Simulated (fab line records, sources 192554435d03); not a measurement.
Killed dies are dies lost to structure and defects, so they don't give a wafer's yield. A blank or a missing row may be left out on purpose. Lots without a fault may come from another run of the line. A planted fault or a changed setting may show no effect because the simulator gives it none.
A struck lot beside a sound one | flow n5_finfet | 15 steps out of a route of 1938
Sound: wafers L499.2, L499.3, L499.5. Struck: wafers L494.2, L494.3. (L494.4 of the same lot was not struck and is left out.) The cause comes at the end.
At each step with rows: each side's tool, then ch and its chambers, then its first start. Under that, the readings that differ: sound wafers | struck wafers | difference of the means | sigmas: that difference in standard deviations of wafers without a fault.
alike: readings whose means differ by less than 2 such deviations, and words and numbers that are the same on both sides. not compared: withheld readings, readings that some wafer has no value for, bounds like >300 that may hide the same value, and numbers for which the record gives no deviation and whose values overlap.
The two part at a step that has a row with sigmas, a row that says differs or no value, or rows on one side only. Numbers that don't overlap but have no deviation are shown without sigmas and don't part them. A reading that every wafer of one side lacks parts them only if that side has two wafers or more.

first, 6 steps without rows for these wafers: N5_BEOL_M5_COAT_22 (resist thk 30 nm); N5_BEOL_M5_EBR_24; N5_BEOL_M5_SOFTBAKE_23 (time 60 s); N5_BEOL_M5_EXPOSE_25 (exposes mask V4, defocus 10 nm); N5_BEOL_M5_PEB_26 (peb time 60 s); N5_BEOL_M5_DEVELOP_27 (develop time 30 s).
N5_BEOL_M5_CD_MEAS_28: target cd 30.6 nm, target cd y 20 nm.
  sound on cd_sem-01 ch 0, day 13 11:25; struck on cd_sem-02 ch 0, day 12 19:27
  alike: cd_nm
N5_BEOL_M5_OVL_MEAS_29:
  sound on overlay-01 ch 0, day 13 11:26; struck on overlay-02 ch 0, day 12 19:29
  alike: V4_OVL
N5_BEOL_M5_INSPECT_30: inspects for defects (brightfield).
  sound on defect_inspect-02, day 13 11:29; struck on defect_inspect-02, day 12 19:32
  alike: raw_defect_count
N5_BEOL_M5_DESCUM_33: chemistry O2, time 7 s.
  sound on rie_diel-06 ch 0,2, day 13 11:32; struck on rie_diel-04 ch 0,3, day 12 19:37
  alike: drypump_motor_current_A, oes_product_au, rf_vpp_V, showerhead_plenum_p_Torr, throttle_valve_pct
  not compared: rf_hours_counter_h
N5_BEOL_M5_ETCH_75: etches underlayer in N2/H2, target depth 6.5 nm, time 5.2 s.
  sound on rie_diel-06 ch 0,2, day 13 11:34; struck on rie_diel-04 ch 0,3, day 12 19:38
  alike: drypump_motor_current_A, etch_rf_on_time_s, oes_product_au, rf_vpp_V, showerhead_plenum_p_Torr, throttle_valve_pct
  not compared: rf_hours_counter_h
N5_BEOL_M5_ETCH_67: etches SiARC in CF4, target depth 15.6 nm, time 26 s.
  sound on rie_diel-06 ch 0,2, day 13 11:35; struck on rie_diel-04 ch 0,3, day 12 19:40
  alike: drypump_motor_current_A, etch_rf_on_time_s, oes_product_au, rf_vpp_V, showerhead_plenum_p_Torr, throttle_valve_pct
  not compared: rf_hours_counter_h
N5_BEOL_M5_ETCH_68: etches SOC in N2/H2, target depth 80 nm, overetch 16 nm, time 120 s.
  sound on rie_diel-06 ch 0,2, day 13 11:37; struck on rie_diel-04 ch 0,3, day 12 19:41
  reading          | sound             | struck      | difference | sigmas
  run_length_s (s) | 142.5 144.0 142.8 | 149.4 151.0 | +7.1       | +13
  alike: drypump_motor_current_A, oes_product_au, rf_vpp_V, showerhead_plenum_p_Torr, throttle_valve_pct
  not compared: rf_hours_counter_h, model.SiARC_of_BEOL_M5_COAT_66.thk_nm
then, 1 step without rows for these wafers: N5_BEOL_M5_STRIP_69 (strips in N2/H2).
-- the record jumps here: 4 days lie between the struck wafers' starts before and after (it left off in module BEOL_M5 and takes up again in module PASSIVATION, whose first step shown is number 1936 of the route) --
N5_PASSIVATION_PROBE_49:
  sound on prober-01, day 17 21:16; struck on prober-02, day 17 00:41
  alike: defect_limited_yield, killed_at_M0_to_M3, killed_at_M4_up, killed_at_contacts, killed_at_front_end, killed_at_other, killed_dies, killed_open, killed_short, sort_bin_5_function, sort_bin_6_memory, sort_n_pass, sort_yield_pct

WHERE THEY PART
Only at N5_BEOL_M5_ETCH_68, within this record. Later steps at which nothing parts them and some readings are alike: N5_PASSIVATION_PROBE_49.

WHY: what the simulator had put in
Process parameter drift: rie_diel-04, from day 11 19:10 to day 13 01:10, at N5_BEOL_M5_ETCH_68. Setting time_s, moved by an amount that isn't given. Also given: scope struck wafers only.
